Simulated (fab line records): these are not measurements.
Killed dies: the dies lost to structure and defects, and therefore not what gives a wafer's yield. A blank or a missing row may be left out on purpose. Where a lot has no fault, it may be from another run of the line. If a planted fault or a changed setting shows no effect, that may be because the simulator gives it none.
fab line records	flow nandHarc
record lots=14	wafers=42	lastDay=25
route steps=1159 shown A_CHANNEL_HOLE_D1@450 THIN_TSV@1119 END@1159
lots that met no fault: from a run of the same line without faults
startH: the number of hours between the record's first day and the start of the first shown wafer of the lot	waitH: how many hours have passed since the lot's step before this one	" identical to the entry in the row above	L1.1+2: one row covering several wafers at once	- either no value or no given start	* or withheld: withheld	< > ~ a bound
route shown NAME@n: NAME is a module with steps in the file, n the number in the route of the first one	usual: mean/standard deviation of fault-free wafers	same: alike in all rows	chamber/n: place in a boat	sites: the reading at each site	_std_site: the standard deviation of these	_edge_site: the outer-site mean with the inner-site mean subtracted	radiusMm: for every site, how far away it sits from the centre of the wafer	mask NAME#n: copy n	behind: the last tool/chamber to shape the wafer	hold: cause of the lot's hold/its duration in hours/its outcome	device: whichever transistor did not switch (one of n, p or np)	end of line: tests of these same wafers at the route's end	a step with no rows: only its recipe	killed: the dies lost at the first sort to structure and to defects; this is not the yield of the wafer	map: dies across one wafer; x = killed, . = not, _ = none there
set.NAME: the setting as run; set.NAME@STEP: as run at that earlier step	model.NAME: the simulator's own value behind a step, which no gauge read
a sample of lots followed through the steps of the route, with each step as a table and each wafer as a row
services: from which hour (startH, from the record's first day; less than 0 if before it) a tool's chamber was out of use, for how many hours, and why
## steps
# step NHARC_A_CHANNEL_HOLE_D1_DEP_00
# recipe targetThkA=31000	tempC=400	material=aC
# usual throttleValvePct=35.000/0.0094
lot.wafer	tool	chamber	startH	waitH	throttleValvePct
L114.3	aclDep-01	0	185.91	3.9	34.995
L114.4	"	0	"	"	35.013
L114.5	"	0	"	"	34.997
L117.1	aclDep-01	0	189.03	3.2	35.013
L117.2	"	0	"	"	35.013
L117.4	"	0	"	"	35.011
L116.1	aclDep-02	0	189.78	3.9	34.994
L116.2	"	0	"	"	35.000
L116.5	"	0	"	"	34.996
L118.2	aclDep-01	0	207.41	0.4	34.998
L118.4	"	0	"	"	35.009
L118.5	"	0	"	"	34.986
L119.2	aclDep-02	0	208.18	1.1	34.987
L119.3	"	0	"	"	35.001
L119.5	"	0	"	"	35.006
L120.4	aclDep-02	0	218.52	1.8	34.991
L120.5	"	0	"	"	34.997
L120.6	"	0	"	"	34.997
L121.3	aclDep-03	0	218.52	1.7	34.999
L121.5	"	0	"	"	35.004
L121.6	"	0	"	"	34.988
L122.2	aclDep-02	0	224.96	0.5	34.975
L122.3	"	0	"	"	35.010
L122.4	"	0	"	"	34.987
L123.2	aclDep-01	0	225.45	0.9	34.988
L123.4	"	0	"	"	35.000
L123.6	"	0	"	"	35.008
L129.2	aclDep-03	0	272.38	0.4	34.994
L129.5	"	0	"	"	34.994
L129.6	"	0	"	"	35.011
L130.2	aclDep-02	0	281.57	0.4	35.004
L130.3	"	0	"	"	35.000
L130.6	"	0	"	"	35.005
L132.1	aclDep-02	0	291.42	0.4	34.977
L132.2	"	0	"	"	35.007
L132.5	"	0	"	"	34.989
L134.2	aclDep-02	0	293.66	2.5	35.004
L134.3	"	0	"	"	34.997
L134.6	"	0	"	"	35.010
L135.2	aclDep-01	0	312.74	3.3	34.998
L135.3	"	0	"	"	34.992
L135.6	"	0	"	"	35.002
# step NHARC_THIN_TSV_ETCH_44
# recipe targetDepthA=15942	timeS=797.1	cf4FlowSccm=150	o2FlowSccm=10	arFlowSccm=0	rfW=300	biasW=800	chemistry=CF4/O2
# usual cf4FlowSccm=150.1/0.47	drypumpMotorCurrentA=5.6/0.38	oesProductAu=0.998/0.01	rfVppV=792/5	showerheadPlenumPTorr=1.80/0.08	throttleValvePct=16.913/0.0098
lot.wafer	tool	chamber	startH	waitH	cf4FlowSccm	drypumpMotorCurrentA	oesProductAu	rfHoursCounterH	rfVppV	showerheadPlenumPTorr	throttleValvePct
L116.2	rieDiel-07	2	436.16	0.2	149.5	5.1	1.011	2	790	1.75	16.918
L116.1	"	3	"	"	150.7	5.7	1.007	2	791	1.79	16.916
L116.5	"	0	"	"	149.7	5.7	1.001	-	786	1.73	16.911
L114.4	rieDiel-05	3	437.24	0.1	150.8	6.4	1.007	10	800	1.95	16.922
L114.3	"	1	"	"	150.5	5.8	0.996	12	796	1.84	16.910
L114.5	"	3	"	"	150.0	6.4	1.013	-	801	1.95	16.922
L117.2	rieDiel-07	1	444.79	0.1	149.8	5.7	0.983	4	794	1.82	16.922
L117.1	"	3	"	"	149.8	5.8	1.001	3	793	1.79	16.900
L117.4	"	0	"	"	150.3	5.7	1.001	3	788	1.73	16.921
L119.3	rieDiel-07	0	458.21	0.1	149.7	5.7	1.000	4	788	1.73	16.910
L119.2	"	2	"	"	150.4	5.1	1.021	4	789	1.75	16.893
L119.5	"	0	"	"	150.1	5.7	0.997	-	787	1.73	16.907
L118.4	rieDiel-13	2	475.05	0.1	150.2	5.8	0.996	1	788	1.73	16.913
L118.2	"	3	"	"	149.9	5.1	1.002	1	802	1.95	16.916
L118.5	"	1	"	"	149.5	6.1	0.992	-	795	1.83	16.905
L120.4	rieDiel-05	2	476.04	0.1	150.1	6.3	0.980	16	801	1.94	16.906
L120.6	"	2	"	"	150.6	6.3	0.975	-	799	1.94	16.901
L120.5	"	3	"	"	149.8	6.4	1.002	-	802	1.95	16.917
L122.4	rieDiel-13	2	477.11	0.1	151.0	5.7	0.984	2	787	1.73	16.916
L122.3	"	0	"	"	150.8	5.3	0.982	2	787	1.73	16.922
L122.2	"	1	"	"	149.8	6.1	0.985	2	795	1.83	16.909
L123.2	rieDiel-07	2	482.40	0.1	149.6	5.1	1.010	6	788	1.75	16.921
L123.4	"	1	"	"	149.8	5.6	0.991	6	794	1.82	16.912
L123.6	"	2	"	"	150.2	5.1	1.015	-	790	1.75	16.909
L121.3	rieDiel-13	2	483.66	0.2	151.0	5.7	0.994	2	788	1.73	16.910
L121.6	"	3	"	"	150.8	5.1	0.994	-	800	1.95	16.928
L121.5	"	0	"	"	149.6	5.3	0.988	-	787	1.73	16.931
L129.2	rieDiel-13	1	525.43	0.1	149.5	6.1	1.007	4	795	1.83	16.915
L129.5	"	0	"	"	150.8	5.3	0.982	-	788	1.73	16.928
L129.6	"	1	"	"	149.8	6.1	0.995	-	794	1.83	16.932
L135.3	rieDiel-05	1	573.72	0.1	150.0	5.8	1.006	5	794	1.84	16.902
L135.2	"	0	"	"	150.3	5.2	1.012	4	785	1.71	16.914
L135.6	"	2	"	"	150.9	6.4	0.994	-	800	1.93	16.909
# step NHARC_THIN_TSV_ANNEAL_52
# recipe tempC=225	timeS=90
# usual wafer_temp_C_max=226.36/0.3
lot.wafer	tool	chamber	startH	waitH	wafer_temp_C_max
L116.1	rtpAnneal-01	0	439.90	0.6	225.87
L116.2	"	0	"	"	225.93
L116.5	"	0	"	"	226.79
L114.3	rtpAnneal-01	0	441.33	0.4	226.46
L114.4	"	0	"	"	226.28
L114.5	"	0	"	"	226.33
L117.1	rtpAnneal-02	0	448.68	0.5	226.46
L117.2	"	0	"	"	227.07
L117.4	"	0	"	"	226.32
L119.2	rtpAnneal-02	0	462.16	0.7	226.09
L119.3	"	0	"	"	226.28
L119.5	"	0	"	"	226.29
L118.2	rtpAnneal-01	0	478.75	0.7	226.40
L118.4	"	0	"	"	226.47
L118.5	"	0	"	"	226.37
L120.4	rtpAnneal-02	0	479.91	0.6	226.91
L120.5	"	0	"	"	226.42
L120.6	"	0	"	"	225.95
L122.2	rtpAnneal-01	0	481.06	0.6	225.79
L122.3	"	0	"	"	225.83
L122.4	"	0	"	"	225.67
L123.2	rtpAnneal-02	0	486.67	0.8	226.84
L123.4	"	0	"	"	226.58
L123.6	"	0	"	"	227.03
L121.3	rtpAnneal-02	0	487.46	0.5	226.44
L121.5	"	0	"	"	226.97
L121.6	"	0	"	"	227.11
L129.2	rtpAnneal-02	0	529.20	0.6	226.45
L129.5	"	0	"	"	226.55
L129.6	"	0	"	"	225.86
L135.2	rtpAnneal-02	0	577.50	0.7	226.23
L135.3	"	0	"	"	226.30
L135.6	"	0	"	"	226.73
# step NHARC_THIN_TSV_INSPECT_40
# usual rawDefectCount=439/63
lot.wafer	tool	chamber	startH	waitH	rawDefectCount
L116.1	defectInspect-02	-	445.51	0.4	402
L116.2	"	-	"	"	430
L116.5	"	-	"	"	376
L114.3	defectInspect-01	-	449.03	0.4	473
L114.4	"	-	"	"	394
L114.5	"	-	"	"	439
L117.1	defectInspect-02	-	456.38	0.4	470
L117.2	"	-	"	"	408
L117.4	"	-	"	"	408
L119.2	defectInspect-02	-	470.01	0.4	346
L119.3	"	-	"	"	370
L119.5	"	-	"	"	373
L118.2	defectInspect-01	-	486.19	0.4	425
L118.4	"	-	"	"	550
L118.5	"	-	"	"	447
L120.4	defectInspect-02	-	486.19	0.4	578
L120.5	"	-	"	"	505
L120.6	"	-	"	"	437
L122.2	defectInspect-02	-	486.19	0.4	441
L122.3	"	-	"	"	397
L122.4	"	-	"	"	376
L123.2	defectInspect-02	-	494.44	0.4	375
L123.4	"	-	"	"	315
L123.6	"	-	"	"	359
L121.3	defectInspect-01	-	494.44	0.4	394
L121.5	"	-	"	"	389
L121.6	"	-	"	"	429
L129.2	defectInspect-01	-	536.96	0.4	473
L129.5	"	-	"	"	424
L129.6	"	-	"	"	455
L135.2	defectInspect-02	-	584.92	0.4	424
L135.3	"	-	"	"	378
L135.6	"	-	"	"	413
# step NHARC_END_SORT_01
# recipe tempC=25
# usual killedAtArray=27/11	killedAtOther=0.6/1	killedAtPeriphery=3.0/2.1	killedDies=31/12	killedOpen=3.2/1.7	killedShort=1.7/1.4
# same grossDies=677
lot.wafer	tool	chamber	startH	waitH	killedAtArray	killedAtOther	killedAtPeriphery	killedDies	killedOpen	killedShort
L130.2	prober-02	0	550.09	2.8	643	1	4	648	2	2
L130.3	prober-02	0	550.90	3.1	662	2	5	669	2	3
L130.6	prober-02	0	553.32	4.0	659	0	10	669	3	1
L132.1	prober-02	0	566.54	2.5	648	0	3	651	2	3
L132.2	prober-02	0	567.35	2.8	657	0	4	661	6	2
L132.5	prober-02	0	569.75	3.7	662	0	2	664	3	1
L134.2	prober-01	0	577.66	2.8	663	0	2	665	2	0
L134.3	prober-01	0	578.47	3.1	655	0	5	660	5	1
L134.6	prober-01	0	580.91	4.1	669	0	6	675	3	0
# killed by level:class
L130.2 A_CHANNEL_HOLE_D1:areaDep=624 A_CHANNEL_HOLE_D1:chamberFilmFlake=5 A_STAIRCASE:chamberFilmFlake=4 A_CONTACT:chamberFilmFlake=3 P_STI:chamberFilmFlake=2 P_GATE:chamberFilmFlake=2 A_ZERO_WELL:chamberFilmFlake=2 A_ONON_D1:geometricParticle:short=1
L130.3 A_CHANNEL_HOLE_D1:areaDep=643 A_CHANNEL_HOLE_D1:chamberFilmFlake=6 A_CONTACT:chamberFilmFlake=6 P_STI:chamberFilmFlake=3 A_WL_FILL:chamberFilmFlake=2 THIN_TSV:chamberFilmFlake=2 P_ZERO_WELL:geometricParticle:open=1 A_ONON_D1:geometricParticle:short=1
L130.6 A_CHANNEL_HOLE_D1:areaDep=649 P_STI:chamberFilmFlake=4 A_CHANNEL_HOLE_D1:chamberFilmFlake=3 A_CONTACT:chamberFilmFlake=3 P_M0:geometricParticle:open=2 A_STAIRCASE:chamberFilmFlake=2 P_GATE:geometricParticle:open=1 A_CONTACT:geometricParticle:short=1
L132.1 A_CHANNEL_HOLE_D1:areaDep=623 A_CHANNEL_HOLE_D1:chamberFilmFlake=12 A_WL_FILL:chamberFilmFlake=5 A_STAIRCASE:chamberFilmFlake=3 P_CONTACT:geometricParticle:short=2 A_CONTACT:geometricParticle:open=2 A_CHANNEL_FILL_D1:geometricParticle:short=1 P_STI:chamberFilmFlake=1
L132.2 A_CHANNEL_HOLE_D1:areaDep=630 A_CHANNEL_HOLE_D1:chamberFilmFlake=11 A_STAIRCASE:chamberFilmFlake=8 P_STI:geometricParticle:open=2 A_ONON_D1:geometricParticle:short=2 A_CONTACT:geometricParticle:open=2 A_SLIT:chamberFilmFlake=2 A_WL_FILL:chamberFilmFlake=2
L132.5 A_CHANNEL_HOLE_D1:areaDep=635 A_CHANNEL_HOLE_D1:chamberFilmFlake=14 A_WL_FILL:chamberFilmFlake=3 A_CONTACT:geometricParticle:open=2 A_SLIT:chamberFilmFlake=2 A_CONTACT:chamberFilmFlake=2 P_GATE:geometricParticle:open=1 A_WL_FILL:geometricParticle:short=1
L134.2 A_CHANNEL_HOLE_D1:areaDep=609 A_SLIT:chamberFilmFlake=25 A_STAIRCASE:chamberFilmFlake=13 A_CHANNEL_HOLE_D1:chamberFilmFlake=10 A_CONTACT:chamberFilmFlake=2 A_SGD_CUT:geometricParticle:open=1 A_CONTACT:geometricParticle:open=1 P_GATE:chamberFilmFlake=1
L134.3 A_CHANNEL_HOLE_D1:areaDep=613 A_SLIT:chamberFilmFlake=16 A_CONTACT:chamberFilmFlake=7 A_CHANNEL_HOLE_D1:chamberFilmFlake=6 A_STAIRCASE:chamberFilmFlake=6 P_BONDPAD:chamberFilmFlake=3 P_GATE:geometricParticle:open=1 P_M1:geometricParticle:open=1
L134.6 A_CHANNEL_HOLE_D1:areaDep=623 A_SLIT:chamberFilmFlake=18 A_CHANNEL_HOLE_D1:chamberFilmFlake=9 A_CONTACT:chamberFilmFlake=8 A_STAIRCASE:chamberFilmFlake=8 P_STI:chamberFilmFlake=2 P_BONDPAD:chamberFilmFlake=2 P_M2:geometricParticle:open=1
## services
tool	chamber	startH	hours	kind
aclDep-02	-	168.58	13.0	pm
rieDiel-07	3	170.30	32.2	repair
rieDiel-13	-	175.52	2.2	repair
rieDiel-07	-	228.20	9.0	pm
rieDiel-07	3	251.60	6.4	repair
rieDiel-07	3	266.64	12.9	repair
rieDiel-13	-	276.01	9.0	pm
aclDep-01	-	293.47	13.0	pm
rtpAnneal-02	-	300.00	12.0	pm
rieDiel-07	0	320.38	9.3	repair
rieDiel-13	1	333.44	30.3	repair
aclDep-02	-	349.58	13.0	pm
rieDiel-13	0	362.54	4.0	repair
rieDiel-13	0	375.92	8.1	repair
rieDiel-13	0	390.10	5.0	repair
rieDiel-07	-	391.30	0.3	repair
rieDiel-07	-	405.20	9.0	pm
rieDiel-13	-	415.69	22.2	repair
rieDiel-13	-	453.01	9.0	pm
rieDiel-07	0	468.42	3.9	repair
aclDep-01	-	475.59	13.0	pm
aclDep-02	-	530.90	13.0	pm
aclDep-01	-	552.94	3.6	repair
aclDep-01	-	565.56	2.3	repair
## key
firstSign step=NHARC_END_SORT_01	reading=killedAtArray	direction=up	sigmas=55	usual=27	struck=658
effect step=NHARC_END_SORT_01	reading=killedDies	direction=up	sigmas=53	usual=31	struck=662
moreKillsBornAt NHARC_A_CHANNEL_HOLE_D1_DEP_00@aclDep-02=5649
metAt NHARC_A_CHANNEL_HOLE_D1_DEP_00
struckLots L130,L132,L134
struckWafers L130.2,L130.3,L130.6,L132.1,L132.2,L132.5,L134.2,L134.3,L134.6
laterRowsLeftOut L130.2,L130.3,L130.6,L132.1,L132.2,L132.5,L134.2,L134.3,L134.6
testerLeftOut L130,L132,L134
notActingAt NHARC_THIN_TSV_ETCH_44,NHARC_THIN_TSV_ANNEAL_52,NHARC_THIN_TSV_INSPECT_40
onsetBetween 224.96 281.57
fault kind=processParameterDrift	tool=aclDep-02	chamber=0	onsetH=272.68	steps=NHARC_A_CHANNEL_HOLE_D1_DEP_00	channel=targetThkA	offset=*	shape=step	endH=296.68	actsIn=*	stated=*
# testerLeftOut: of these lots the tester's yield and bins aren't shown, on N5 and GAA mostly nor the transistor test; their killed dies are dies lost to structure and defects alone, not to doping, threshold or leakage, so they don't give the yield
# laterRowsLeftOut: the simulator's readings of these wafers behind a module that went badly wrong aren't trusted and aren't shown, but for the sort
